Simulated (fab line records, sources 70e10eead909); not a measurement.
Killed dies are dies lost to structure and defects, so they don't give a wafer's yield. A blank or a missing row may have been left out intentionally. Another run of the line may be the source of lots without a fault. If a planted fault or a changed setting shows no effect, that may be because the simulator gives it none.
fab line records ; flow nand-harc
record lots=14; wafers=42; last-day=33
route steps=1302 shown P_GATE@167 THIN_TSV@1250 END@1302
lots that met no fault: from a run of the same line without faults
start-h: hours from the record's first day to the start of the lot's first wafer shown ; wait-h: time in hours since the lot's previous step ; " the same as in the row above ; L1.1+2: a single row standing in for several wafers ; - no value, or no start given ; * or withheld: withheld ; < > ~ a bound
route shown NAME@n: NAME is a module with steps in the file, n the number in the route of the first one ; usual: mean/standard deviation of fault-free wafers ; same: alike in all rows ; chamber/n: place in a boat ; sites: per-site readings ; _std_site: their standard deviation ; _edge_site: outer sites' mean less inner sites' ; radius-mm: for every site, how far away it sits from the centre of the wafer ; mask NAME#n: copy n ; behind: the most recent tool/chamber to have shaped the wafer ; hold: why the lot went on hold/how many hours it stayed there/how the hold came to an end ; device: names the non-switching transistor (n, p or np) ; end of line: the same wafers' tests at the end of the route ; a step with no rows: only its recipe ; killed: not the wafer's yield, but the dies lost to structure and defects at the first sort ; map: a wafer's dies, x killed, . not, _ none there
set.NAME: the setting the step ran with; set.NAME@STEP: the setting that earlier step ran with ; model.NAME: the simulator's own value behind a step, which no gauge read
steps of the route over a sample of lots; a table a step, a row a wafer
services: a tool's chamber out of use, with start hour (start-h, from the record's first day; less than 0 if before it), hours out, and reason
## steps
# step NHARC_P_GATE_EXPOSE_43
# recipe na=0.6; target-cd-nm=720; dose-mj=14.81; mask-id=P_NSD
lot.wafer;tool;chamber;start-h;wait-h;mask
L791.1+3+4;krf-scanner-01;0;105.74;-;P_NSD#0
L794.1+2+5;krf-scanner-01;0;135.11;-;P_NSD#0
L795.2+3+6;krf-scanner-01;0;151.89;-;P_NSD#0
L799.1+4+5;krf-scanner-01;0;196.36;-;P_NSD#0
L801.1+3+4;krf-scanner-04;0;217.32;-;P_NSD#0
L803.1+4+5;krf-scanner-03;0;253.28;-;P_NSD#0
L805.1+3+5;krf-scanner-04;0;254.70;-;P_NSD#0
L804.1+2+3;krf-scanner-03;0;259.77;-;P_NSD#0
L807.1+4+5;krf-scanner-04;0;279.43;-;P_NSD#0
L808.2+5+6;krf-scanner-04;0;281.28;-;P_NSD#0
L809.3+5+6;krf-scanner-03;0;294.56;-;P_NSD#0
L813.2+4+5;krf-scanner-04;0;325.46;-;P_NSD#0
L812.2+4+5;krf-scanner-03;0;326.22;-;P_NSD#0
L814.1+5+6;krf-scanner-03;0;335.71;-;P_NSD#0
# step NHARC_THIN_TSV_DEP_43
# recipe target-thk-a=13285; temp-c=withheld; pressure-torr=6.5; rf-w=900; teos-flow-sccm=161.4; flow-sccm=2650; target-thk-nm=1328.5; gas=O2; material=SiO2
# usual throttle-valve-pct=16.1/0.65
lot.wafer;tool;chamber;start-h;wait-h;throttle-valve-pct
L791.1;pecvd-02;2;551.47;-;16.0
L791.3;pecvd-02;0;551.47;-;17.3
L791.4;pecvd-02;1;551.47;-;16.1
L794.2;pecvd-04;0;569.08;-;16.4
L794.1;pecvd-04;2;569.08;-;15.9
L794.5;pecvd-04;0;569.08;-;16.3
L795.3;pecvd-04;0;594.00;-;16.4
L795.2;pecvd-04;1;594.00;-;16.6
L795.6;pecvd-04;1;594.00;-;16.6
L801.3;pecvd-04;1;657.29;-;15.8
L801.1;pecvd-04;2;657.29;-;15.9
L801.4;pecvd-04;1;657.29;-;15.7
L799.1;pecvd-03;0;658.53;-;16.2
L799.4;pecvd-03;2;658.53;-;14.8
L799.5;pecvd-03;1;658.53;-;15.6
L805.1;pecvd-04;0;673.51;-;17.1
L805.3;pecvd-04;2;673.51;-;15.8
L805.5;pecvd-04;0;673.51;-;17.0
L803.1;pecvd-04;1;674.72;-;15.8
L803.4;pecvd-04;0;674.72;-;17.2
L803.5;pecvd-04;1;674.72;-;15.7
L807.1;pecvd-04;0;718.92;-;16.9
L807.5;pecvd-04;0;718.92;-;16.9
L807.4;pecvd-04;1;718.92;-;15.9
L808.2;pecvd-04;1;723.34;-;15.8
L808.6;pecvd-04;1;723.34;-;15.9
L808.5;pecvd-04;2;723.34;-;15.9
L804.2;pecvd-04;2;727.08;-;15.8
L804.1;pecvd-04;0;727.08;-;17.1
L804.3;pecvd-04;1;727.08;-;15.8
L809.3;pecvd-04;0;745.99;-;17.2
L809.5;pecvd-04;0;745.99;-;17.3
L809.6;pecvd-04;1;745.99;-;15.8
L813.2;pecvd-03;1;755.40;-;16.2
L813.4;pecvd-03;1;755.40;-;16.0
L813.5;pecvd-03;0;755.40;-;16.6
L812.2;pecvd-04;1;759.65;-;15.7
L812.4;pecvd-04;1;759.65;-;15.8
L812.5;pecvd-04;2;759.65;-;16.0
L814.1;pecvd-03;1;775.10;-;16.1
L814.6;pecvd-03;1;775.10;-;16.1
L814.5;pecvd-03;2;775.10;-;14.8
# step NHARC_THIN_TSV_DEGAS_53
# recipe temp-c=300; time-s=60
# usual heater-power-w=489/50
lot.wafer;tool;chamber;start-h;wait-h;heater-power-w
L791.3;pvd-sputter-01;-;557.04;0.1;537
L791.4;pvd-sputter-01;-;557.04;0.1;478
L791.1;pvd-sputter-01;-;557.04;0.1;557
L794.1;pvd-sputter-03;-;574.72;0.1;489
L794.2;pvd-sputter-03;-;574.72;0.1;410
L794.5;pvd-sputter-03;-;574.72;0.1;485
L795.2;pvd-sputter-01;-;599.72;0.1;550
L795.3;pvd-sputter-01;-;599.72;0.1;569
L795.6;pvd-sputter-01;-;599.72;0.1;478
L801.4;pvd-sputter-02;-;663.16;0.1;430
L801.3;pvd-sputter-02;-;663.16;0.1;452
L801.1;pvd-sputter-02;-;663.16;0.1;466
L799.4;pvd-sputter-03;-;664.14;0.1;480
L799.1;pvd-sputter-03;-;664.14;0.1;411
L799.5;pvd-sputter-03;-;664.14;0.1;418
L805.3;pvd-sputter-01;-;679.06;0.1;551
L805.1;pvd-sputter-01;-;679.06;0.1;567
L805.5;pvd-sputter-01;-;679.06;0.1;478
L803.4;pvd-sputter-02;-;680.24;0.1;455
L803.1;pvd-sputter-02;-;680.24;0.1;446
L803.5;pvd-sputter-02;-;680.24;0.1;459
L807.1;pvd-sputter-01;-;724.38;0.1;572
L807.4;pvd-sputter-01;-;724.38;0.1;476
L807.5;pvd-sputter-01;-;724.38;0.1;538
L808.2;pvd-sputter-01;-;728.96;0.1;542
L808.5;pvd-sputter-01;-;728.96;0.1;477
L808.6;pvd-sputter-01;-;728.96;0.1;488
L804.3;pvd-sputter-01;-;732.69;0.1;494
L804.2;pvd-sputter-01;-;732.69;0.1;567
L804.1;pvd-sputter-01;-;732.69;0.1;479
L809.3;pvd-sputter-01;-;751.57;0.1;569
L809.5;pvd-sputter-01;-;751.57;0.1;488
L809.6;pvd-sputter-01;-;751.57;0.1;481
L813.4;pvd-sputter-03;-;761.07;0.1;419
L813.2;pvd-sputter-03;-;761.07;0.1;488
L813.5;pvd-sputter-03;-;761.07;0.1;510
L812.4;pvd-sputter-03;-;765.55;0.1;507
L812.2;pvd-sputter-03;-;765.55;0.1;411
L812.5;pvd-sputter-03;-;765.55;0.1;495
L814.1;pvd-sputter-01;-;780.69;0.1;476
L814.5;pvd-sputter-01;-;780.69;0.1;545
L814.6;pvd-sputter-01;-;780.69;0.1;441
# step NHARC_THIN_TSV_CD_MEAS_33
# recipe target-cd-nm=5000; landing-energy-ev=500
# usual cd-nm=4999.9/1.5
lot.wafer;tool;chamber;start-h;wait-h;cd-nm
L791.1;cd-sem-02;0;558.05;-;5000.2
L791.3;cd-sem-02;0;558.05;-;4998.6
L791.4;cd-sem-02;0;558.05;-;4998.7
L794.1;cd-sem-01;0;575.86;-;4999.0
L794.2;cd-sem-01;0;575.86;-;4997.6
L794.5;cd-sem-01;0;575.86;-;4998.9
L795.2;cd-sem-03;0;600.73;-;4999.7
L795.3;cd-sem-03;0;600.73;-;5001.8
L795.6;cd-sem-03;0;600.73;-;4999.1
L801.1;cd-sem-02;0;664.18;-;4999.5
L801.3;cd-sem-02;0;664.18;-;5001.4
L801.4;cd-sem-02;0;664.18;-;4999.3
L799.1;cd-sem-02;0;665.27;-;5001.1
L799.4;cd-sem-02;0;665.27;-;5000.4
L799.5;cd-sem-02;0;665.27;-;5000.0
L805.1;cd-sem-01;0;680.18;-;4998.2
L805.3;cd-sem-01;0;680.18;-;4996.6
L805.5;cd-sem-01;0;680.18;-;4999.2
L803.1;cd-sem-02;0;681.38;-;5000.5
L803.4;cd-sem-02;0;681.38;-;4999.4
L803.5;cd-sem-02;0;681.38;-;5002.2
L807.1;cd-sem-01;0;725.37;-;4998.5
L807.4;cd-sem-01;0;725.37;-;5000.5
L807.5;cd-sem-01;0;725.37;-;5000.8
L808.2;cd-sem-03;0;730.09;-;4999.9
L808.5;cd-sem-03;0;730.09;-;5002.6
L808.6;cd-sem-03;0;730.09;-;4999.8
L804.1;cd-sem-03;0;733.83;-;4998.9
L804.2;cd-sem-03;0;733.83;-;4996.8
L804.3;cd-sem-03;0;733.83;-;5000.8
L809.3;cd-sem-02;0;752.68;-;4999.3
L809.5;cd-sem-02;0;752.68;-;4997.9
L809.6;cd-sem-02;0;752.68;-;4999.5
L813.2;cd-sem-03;0;762.11;-;4998.4
L813.4;cd-sem-03;0;762.11;-;4999.3
L813.5;cd-sem-03;0;762.11;-;4997.8
L812.2;cd-sem-02;0;766.58;-;4999.9
L812.4;cd-sem-02;0;766.58;-;5001.0
L812.5;cd-sem-02;0;766.58;-;5003.0
L814.1;cd-sem-03;0;781.68;-;4998.7
L814.5;cd-sem-03;0;781.68;-;4996.4
L814.6;cd-sem-03;0;781.68;-;4998.4
# step NHARC_END_SORT_01
# recipe temp-c=25
# usual killed-at-array=50/17; killed-at-other=0.7/1; killed-at-periphery=3.4/2.4; killed-dies=54/17; killed-open=3.3/1.7; killed-short=2.5/1.6
# same gross-dies=677
lot.wafer;tool;chamber;start-h;wait-h;killed-at-array;killed-at-other;killed-at-periphery;killed-dies;killed-open;killed-short
L794.1;prober-01;0;586.11;2.5;19;1;175;195;1;4
L794.2;prober-01;0;586.92;2.8;22;0;202;224;2;1
L794.5;prober-01;0;589.37;3.8;17;1;198;216;3;3
L795.2;prober-01;0;613.06;2.8;74;2;224;300;2;7
L795.3;prober-01;0;613.85;3.1;64;3;197;264;1;2
L795.6;prober-01;0;616.23;4.0;54;4;222;280;5;2
L799.1;prober-02;0;681.06;2.5;47;3;137;187;3;1
L799.4;prober-02;0;683.47;3.4;39;2;139;180;2;1
L799.5;prober-02;0;684.27;3.7;46;3;140;189;3;2
# killed by level:class
L794.1 P_GATE:overlay=173 A_STAIRCASE:chamber-film-flake=5 A_CHANNEL_HOLE_D1:chamber-film-flake=3 A_CHANNEL_HOLE_D2:chamber-film-flake=3 A_DECK1_JOINT:geometric-particle:short=2 A_DECK1_JOINT:chamber-film-flake=2 A_CONTACT:chamber-film-flake=2 P_M0:geometric-particle:short=1
L794.2 P_GATE:overlay=201 A_CHANNEL_HOLE_D2:chamber-film-flake=4 A_CONTACT:chamber-film-flake=4 A_CHANNEL_HOLE_D1:chamber-film-flake=3 A_STAIRCASE:chamber-film-flake=3 A_WL_FILL:chamber-film-flake=2 A_CHANNEL_HOLE_D1:geometric-particle:open=1 A_BLC:geometric-particle:open=1
L794.5 P_GATE:overlay=194 A_CHANNEL_HOLE_D2:chamber-film-flake=5 A_DECK1_JOINT:chamber-film-flake=2 A_STAIRCASE:chamber-film-flake=2 A_WL_FILL:chamber-film-flake=2 P_M0:geometric-particle:open=1 P_M0:geometric-particle:short=1 A_CHANNEL_FILL_D2:geometric-particle:short=1
L795.2 P_GATE:overlay=218 A_SLIT:chamber-film-flake=28 A_CHANNEL_HOLE_D1:chamber-film-flake=26 A_CHANNEL_HOLE_D2:chamber-film-flake=6 A_CHANNEL_FILL_D1:geometric-particle:short=5 P_GATE:chamber-film-flake=5 A_ZERO_WELL:chamber-film-flake=3 A_STAIRCASE:chamber-film-flake=2
L795.3 P_GATE:overlay=195 A_CHANNEL_HOLE_D1:chamber-film-flake=29 A_SLIT:chamber-film-flake=21 A_CHANNEL_HOLE_D2:chamber-film-flake=7 THIN_TSV:chamber-film-flake=3 P_GATE:chamber-film-flake=2 A_WL_FILL:chamber-film-flake=2 A_CHANNEL_FILL_D1:geometric-particle:short=1
L795.6 P_GATE:overlay=218 A_SLIT:chamber-film-flake=24 A_CHANNEL_HOLE_D1:chamber-film-flake=13 A_CHANNEL_HOLE_D2:chamber-film-flake=9 THIN_TSV:chamber-film-flake=3 A_M0:geometric-particle:open=2 A_CONTACT:chamber-film-flake=2 P_GATE:geometric-particle:open=1
L799.1 P_GATE:overlay=135 A_SLIT:chamber-film-flake=26 A_CHANNEL_HOLE_D1:chamber-film-flake=5 A_CONTACT:chamber-film-flake=5 A_CHANNEL_HOLE_D2:chamber-film-flake=3 A_CHANNEL_FILL_D1:chamber-film-flake=2 HYBRID_BOND:chamber-film-flake=2 P_M0:geometric-particle:open=1
L799.4 P_GATE:overlay=136 A_SLIT:chamber-film-flake=21 A_CONTACT:chamber-film-flake=6 A_CHANNEL_HOLE_D1:chamber-film-flake=4 A_CHANNEL_HOLE_D2:chamber-film-flake=2 A_CHANNEL_FILL_D2:chamber-film-flake=2 A_WL_FILL:chamber-film-flake=2 HYBRID_BOND:chamber-film-flake=2
L799.5 P_GATE:overlay=139 A_SLIT:chamber-film-flake=29 A_CHANNEL_HOLE_D2:chamber-film-flake=4 A_CONTACT:chamber-film-flake=4 A_WL_FILL:geometric-particle:open=2 A_CHANNEL_HOLE_D1:chamber-film-flake=2 A_STAIRCASE:chamber-film-flake=2 THIN_TSV:chamber-film-flake=2
## services
tool;chamber;start-h;hours;kind
pecvd-04;-;88.00;13.0;pm
pvd-sputter-01;-;131.67;8.5;repair
krf-scanner-04;-;199.45;4.0;pm
krf-scanner-03;-;224.00;4.0;pm
pecvd-04;-;224.24;1.5;repair
pvd-sputter-01;-;230.00;10.0;pm
pecvd-04;0;235.60;22.7;repair
pecvd-04;1;243.08;8.4;repair
pvd-sputter-01;-;255.87;1.7;repair
krf-scanner-03;-;257.76;0.8;repair
pecvd-04;-;269.02;13.0;pm
pvd-sputter-01;-;309.50;5.4;repair
krf-scanner-04;-;329.43;0.6;repair
pvd-sputter-01;-;362.60;2.2;repair
krf-scanner-04;-;371.45;4.0;pm
krf-scanner-03;-;396.00;4.0;pm
pvd-sputter-01;-;408.00;10.0;pm
pvd-sputter-01;-;428.80;4.2;repair
pecvd-04;-;450.02;13.0;pm
pvd-sputter-01;-;586.00;10.0;pm
pecvd-04;2;618.31;4.9;repair
pecvd-04;-;631.02;13.0;pm
pvd-sputter-01;-;671.57;7.4;repair
pvd-sputter-01;-;764.00;10.0;pm
## key
first-sign step=NHARC_END_SORT_01; reading=killed-at-periphery; direction=up; sigmas=74; usual=3.4; struck=181.6
effect step=NHARC_END_SORT_01; reading=killed-dies; direction=up; sigmas=9.9; usual=54; struck=226
more-kills-born-at NHARC_P_GATE_EXPOSE_43@krf-scanner-01=1609
met-at NHARC_P_GATE_EXPOSE_43
struck-lots L794,L795,L799
tester-left-out L794,L795,L799
not-acting-at NHARC_THIN_TSV_DEP_43,NHARC_THIN_TSV_DEGAS_53,NHARC_THIN_TSV_CD_MEAS_33
onset-between 105.74 135.11
fault kind=scanner-matching-overlay; tool=krf-scanner-01; chamber=-; onset-h=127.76; steps=NHARC_P_GATE_EXPOSE_43; offset=-117.62
# tester-left-out: of these lots the tester's yield and bins aren't shown, on N5 and GAA mostly nor the transistor test; their killed dies are dies lost to structure and defects alone, not to doping, threshold or leakage, so they don't give the yield
